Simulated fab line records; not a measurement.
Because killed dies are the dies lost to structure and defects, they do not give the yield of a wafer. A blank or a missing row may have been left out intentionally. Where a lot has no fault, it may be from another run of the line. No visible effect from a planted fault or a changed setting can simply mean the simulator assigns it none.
Chamber matching / flow n5Finfet / 4 sister chambers for N5_DUMMY_GATE_ETCH_23 on rieSi-02
The step etches poly-Si in HBr/Cl2/O2, target depth 41 nm, time 22.3 s. 4 wafers are shown with their chamber, then 7 later ones without.

== WAFERS WITH THEIR CHAMBER ==
wafer=L079.4; chamber=3; throttleValvePct (%)=37.27
wafer=L085.2; chamber=0; throttleValvePct (%)=37.12
wafer=L088.2; chamber=2; throttleValvePct (%)=36.62
wafer=L088.3; chamber=1; throttleValvePct (%)=37.08

== WAFERS MISSING THEIR CHAMBER ==
wafer=L088.5; throttleValvePct (%)=37.27
wafer=L091.3; throttleValvePct (%)=37.28
wafer=L091.5; throttleValvePct (%)=36.64
wafer=L091.6; throttleValvePct (%)=37.28
wafer=L094.1; throttleValvePct (%)=37.29
wafer=L094.2; throttleValvePct (%)=37.13
wafer=L094.5; throttleValvePct (%)=36.61

== WHICH CHAMBER EACH WENT THROUGH ==
wafer=L088.5; from the rows above=3; in truth=3
wafer=L091.3; from the rows above=3; in truth=3
wafer=L091.5; from the rows above=2; in truth=2
wafer=L091.6; from the rows above=3; in truth=3
wafer=L094.1; from the rows above=3; in truth=3
wafer=L094.2; from the rows above=0; in truth=0
wafer=L094.5; from the rows above=2; in truth=2
7 of 7 placed correctly. Can't be placed from these rows: 0. 0 placed wrongly.
How it was worked out, from the rows above alone: a wafer's distance from a chamber is the root of the sum, over the readings, of the square of ((its reading less the chamber's mean) divided by the reading's scatter). If the next closest chamber is less than 2 further off than the closest, the wafer can't be placed; otherwise it belongs to the closest. For every chamber, the mean is computed from those of its wafers that are shown. The scatter (one wafer shown for each chamber): square how far every hidden wafer sits from the nearest shown wafer, average those squares and take the square root.
